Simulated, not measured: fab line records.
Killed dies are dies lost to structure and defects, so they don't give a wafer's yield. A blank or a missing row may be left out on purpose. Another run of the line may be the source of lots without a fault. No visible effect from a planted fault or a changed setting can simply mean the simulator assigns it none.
Split-lot experiment / flow n5-finfet / 7 lots, 39 wafers read, on a route of 1938 steps

== SPLIT DETAILS ==
At N5_FIN_CUT_CUT_ETCH_15 (etches Si in HBr/Cl2/O2, target depth 100 nm, bt time 10 s, time 42.4 s), the setting target-depth-a was moved away from the recipe's 1000 angstrom on 12 of the 39 wafers read, by -50.0% to +42.6%. This setting was run at the recipe's value on the other wafers.

The split's own step is where the reading is taken.

== THE READING ==
SOC_of_FIN_CUT_COAT_18.thk-nm (the simulator's own value, which no gauge read), in nm, at N5_FIN_CUT_CUT_ETCH_15 (etches Si in HBr/Cl2/O2, target depth 100 nm, bt time 10 s, time 42.4 s). The file gives no usual value for it. Here, 27 wafers ran the recipe; their average is 170.0 nm with a standard deviation of 1.3 nm.

wafer=L074.1; tool, chamber at the split=rie-si-02, 1; target-depth-a as run, angstrom=1426; against the recipe=+42.6%; SOC_of_FIN_CUT_COAT_18.thk-nm, nm=151.8; against lot-mates on the recipe=-17.9
wafer=L074.2; tool, chamber at the split=rie-si-02, 3; target-depth-a as run, angstrom=1426; against the recipe=+42.6%; SOC_of_FIN_CUT_COAT_18.thk-nm, nm=155; against lot-mates on the recipe=-14.7
wafer=L074.3; tool, chamber at the split=rie-si-02, 2; target-depth-a as run, angstrom=1426; against the recipe=+42.6%; SOC_of_FIN_CUT_COAT_18.thk-nm, nm=155.4; against lot-mates on the recipe=-14.3
wafer=L074.4; tool, chamber at the split=rie-si-02, 0; target-depth-a as run, angstrom=1000; against the recipe=recipe; SOC_of_FIN_CUT_COAT_18.thk-nm, nm=169.6; against lot-mates on the recipe=-
wafer=L074.5; tool, chamber at the split=rie-si-02, 2; target-depth-a as run, angstrom=1000; against the recipe=recipe; SOC_of_FIN_CUT_COAT_18.thk-nm, nm=169.8; against lot-mates on the recipe=-
wafer=L074.6; tool, chamber at the split=rie-si-02, 1; target-depth-a as run, angstrom=1000; against the recipe=recipe; SOC_of_FIN_CUT_COAT_18.thk-nm, nm=169.6; against lot-mates on the recipe=-
wafer=L078.1; tool, chamber at the split=rie-si-04, 1; target-depth-a as run, angstrom=1000; against the recipe=recipe; SOC_of_FIN_CUT_COAT_18.thk-nm, nm=171.4; against lot-mates on the recipe=-
wafer=L078.2; tool, chamber at the split=rie-si-04, 3; target-depth-a as run, angstrom=1000; against the recipe=recipe; SOC_of_FIN_CUT_COAT_18.thk-nm, nm=168.6; against lot-mates on the recipe=-
wafer=L078.3; tool, chamber at the split=rie-si-04, 0; target-depth-a as run, angstrom=1000; against the recipe=recipe; SOC_of_FIN_CUT_COAT_18.thk-nm, nm=171.2; against lot-mates on the recipe=-
wafer=L078.4; tool, chamber at the split=rie-si-04, 2; target-depth-a as run, angstrom=1000; against the recipe=recipe; SOC_of_FIN_CUT_COAT_18.thk-nm, nm=168; against lot-mates on the recipe=-
wafer=L078.5; tool, chamber at the split=rie-si-04, 2; target-depth-a as run, angstrom=1000; against the recipe=recipe; SOC_of_FIN_CUT_COAT_18.thk-nm, nm=168.8; against lot-mates on the recipe=-
wafer=L078.6; tool, chamber at the split=rie-si-04, 3; target-depth-a as run, angstrom=1000; against the recipe=recipe; SOC_of_FIN_CUT_COAT_18.thk-nm, nm=168.8; against lot-mates on the recipe=-
wafer=L079.1; tool, chamber at the split=rie-si-03, 0; target-depth-a as run, angstrom=1000; against the recipe=recipe; SOC_of_FIN_CUT_COAT_18.thk-nm, nm=170.2; against lot-mates on the recipe=-
wafer=L079.2; tool, chamber at the split=rie-si-03, 3; target-depth-a as run, angstrom=1000; against the recipe=recipe; SOC_of_FIN_CUT_COAT_18.thk-nm, nm=171.4; against lot-mates on the recipe=-
wafer=L079.3; tool, chamber at the split=rie-si-03, 1; target-depth-a as run, angstrom=1000; against the recipe=recipe; SOC_of_FIN_CUT_COAT_18.thk-nm, nm=169; against lot-mates on the recipe=-
wafer=L079.4; tool, chamber at the split=rie-si-03, 2; target-depth-a as run, angstrom=1000; against the recipe=recipe; SOC_of_FIN_CUT_COAT_18.thk-nm, nm=170; against lot-mates on the recipe=-
wafer=L079.5; tool, chamber at the split=rie-si-03, 2; target-depth-a as run, angstrom=1000; against the recipe=recipe; SOC_of_FIN_CUT_COAT_18.thk-nm, nm=169.2; against lot-mates on the recipe=-
wafer=L079.6; tool, chamber at the split=rie-si-03, 1; target-depth-a as run, angstrom=1000; against the recipe=recipe; SOC_of_FIN_CUT_COAT_18.thk-nm, nm=169.6; against lot-mates on the recipe=-
wafer=L081.2; tool, chamber at the split=rie-si-04, 0; target-depth-a as run, angstrom=1000; against the recipe=recipe; SOC_of_FIN_CUT_COAT_18.thk-nm, nm=170.2; against lot-mates on the recipe=-
wafer=L081.3; tool, chamber at the split=rie-si-04, 3; target-depth-a as run, angstrom=1000; against the recipe=recipe; SOC_of_FIN_CUT_COAT_18.thk-nm, nm=169.8; against lot-mates on the recipe=-
wafer=L081.6; tool, chamber at the split=rie-si-04, 3; target-depth-a as run, angstrom=1000; against the recipe=recipe; SOC_of_FIN_CUT_COAT_18.thk-nm, nm=168.6; against lot-mates on the recipe=-
wafer=L082.1; tool, chamber at the split=rie-si-04, 3; target-depth-a as run, angstrom=659.4; against the recipe=-34.1%; SOC_of_FIN_CUT_COAT_18.thk-nm, nm=183.4; against lot-mates on the recipe=+14.1
wafer=L082.2; tool, chamber at the split=rie-si-04, 0; target-depth-a as run, angstrom=1000; against the recipe=recipe; SOC_of_FIN_CUT_COAT_18.thk-nm, nm=170.8; against lot-mates on the recipe=-
wafer=L082.3; tool, chamber at the split=rie-si-04, 1; target-depth-a as run, angstrom=659.4; against the recipe=-34.1%; SOC_of_FIN_CUT_COAT_18.thk-nm, nm=184.2; against lot-mates on the recipe=+14.9
wafer=L082.4; tool, chamber at the split=rie-si-04, 2; target-depth-a as run, angstrom=1000; against the recipe=recipe; SOC_of_FIN_CUT_COAT_18.thk-nm, nm=168.4; against lot-mates on the recipe=-
wafer=L082.5; tool, chamber at the split=rie-si-04, 3; target-depth-a as run, angstrom=1000; against the recipe=recipe; SOC_of_FIN_CUT_COAT_18.thk-nm, nm=168.6; against lot-mates on the recipe=-
wafer=L082.6; tool, chamber at the split=rie-si-04, 0; target-depth-a as run, angstrom=659.4; against the recipe=-34.1%; SOC_of_FIN_CUT_COAT_18.thk-nm, nm=184.2; against lot-mates on the recipe=+14.9
wafer=L085.1; tool, chamber at the split=rie-si-03, 1; target-depth-a as run, angstrom=1000; against the recipe=recipe; SOC_of_FIN_CUT_COAT_18.thk-nm, nm=170.2; against lot-mates on the recipe=-
wafer=L085.2; tool, chamber at the split=rie-si-03, 2; target-depth-a as run, angstrom=1000; against the recipe=recipe; SOC_of_FIN_CUT_COAT_18.thk-nm, nm=171.8; against lot-mates on the recipe=-
wafer=L085.3; tool, chamber at the split=rie-si-03, 3; target-depth-a as run, angstrom=500.5; against the recipe=-50.0%; SOC_of_FIN_CUT_COAT_18.thk-nm, nm=189; against lot-mates on the recipe=+17.8
wafer=L085.4; tool, chamber at the split=rie-si-03, 0; target-depth-a as run, angstrom=1000; against the recipe=recipe; SOC_of_FIN_CUT_COAT_18.thk-nm, nm=171.6; against lot-mates on the recipe=-
wafer=L085.5; tool, chamber at the split=rie-si-03, 3; target-depth-a as run, angstrom=500.5; against the recipe=-50.0%; SOC_of_FIN_CUT_COAT_18.thk-nm, nm=190.8; against lot-mates on the recipe=+19.6
wafer=L085.6; tool, chamber at the split=rie-si-03, 0; target-depth-a as run, angstrom=500.5; against the recipe=-50.0%; SOC_of_FIN_CUT_COAT_18.thk-nm, nm=190.2; against lot-mates on the recipe=+19.0
wafer=L087.1; tool, chamber at the split=rie-si-04, 1; target-depth-a as run, angstrom=1000; against the recipe=recipe; SOC_of_FIN_CUT_COAT_18.thk-nm, nm=172.4; against lot-mates on the recipe=-
wafer=L087.2; tool, chamber at the split=rie-si-04, 0; target-depth-a as run, angstrom=1337; against the recipe=+33.7%; SOC_of_FIN_CUT_COAT_18.thk-nm, nm=159; against lot-mates on the recipe=-12.9
wafer=L087.3; tool, chamber at the split=rie-si-04, 3; target-depth-a as run, angstrom=1337; against the recipe=+33.7%; SOC_of_FIN_CUT_COAT_18.thk-nm, nm=156.4; against lot-mates on the recipe=-15.5
wafer=L087.4; tool, chamber at the split=rie-si-04, 2; target-depth-a as run, angstrom=1000; against the recipe=recipe; SOC_of_FIN_CUT_COAT_18.thk-nm, nm=170.4; against lot-mates on the recipe=-
wafer=L087.5; tool, chamber at the split=rie-si-04, 2; target-depth-a as run, angstrom=1337; against the recipe=+33.7%; SOC_of_FIN_CUT_COAT_18.thk-nm, nm=156.6; against lot-mates on the recipe=-15.3
wafer=L087.6; tool, chamber at the split=rie-si-04, 1; target-depth-a as run, angstrom=1000; against the recipe=recipe; SOC_of_FIN_CUT_COAT_18.thk-nm, nm=172.8; against lot-mates on the recipe=-

THE FIT
A straight line over all 39 wafers: SOC_of_FIN_CUT_COAT_18.thk-nm changes by -0.39 nm for each +1% of target-depth-a; r = -0.99; the points scatter about the line by 1.3 nm.
The same after taking each lot's own level away (the mean of its wafers on the recipe; 39 wafers): -0.393 nm for each +1%; r = -0.99; scatter 1.2 nm.
According to that fit, moving target-depth-a by its largest amount changes the reading by 20 nm.
Measured against the standard deviation above, the lots' own levels, which go from 169.27 to 171.87 nm, span 2.1 times it.
Consequently the slope shifts little with the lot-to-lot level, the two slopes agreeing.
Check: with one of the wafers moved furthest among these (-50.0%) left out of the fit, the line predicts +19.9 nm for it against its lot-mates. Against them it came out at +17.8 nm.

== THE WHOLE CHAIN: every reading that the file lists as answering this split, in the file's order ==
step=N5_FIN_CUT_CUT_ETCH_15; what it does=etches Si in HBr/Cl2/O2, target depth 100 nm, bt time 10 s, time 42.4 s; reading=etch.depth-nm (the simulator's own value, which no gauge read); change (the file's fit)=+1.04 nm for each +1% of the setting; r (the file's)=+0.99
step=N5_FIN_CUT_CUT_ETCH_15; what it does=etches Si in HBr/Cl2/O2, target depth 100 nm, bt time 10 s, time 42.4 s; reading=FIN_CUT.feature-depth-nm (the simulator's own value, which no gauge read); change (the file's fit)=+1.04 nm for each +1% of the setting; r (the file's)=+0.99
step=N5_FIN_CUT_CUT_ETCH_15; what it does=etches Si in HBr/Cl2/O2, target depth 100 nm, bt time 10 s, time 42.4 s; reading=SOC_of_FIN_CUT_COAT_18.thk-nm (the simulator's own value, which no gauge read); change (the file's fit)=-0.393 nm for each +1% of the setting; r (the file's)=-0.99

== THE FILE'S OWN FIT ==
SOC_of_FIN_CUT_COAT_18.thk-nm changes by -0.393 nm for each +1% of target-depth-a, r = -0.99.
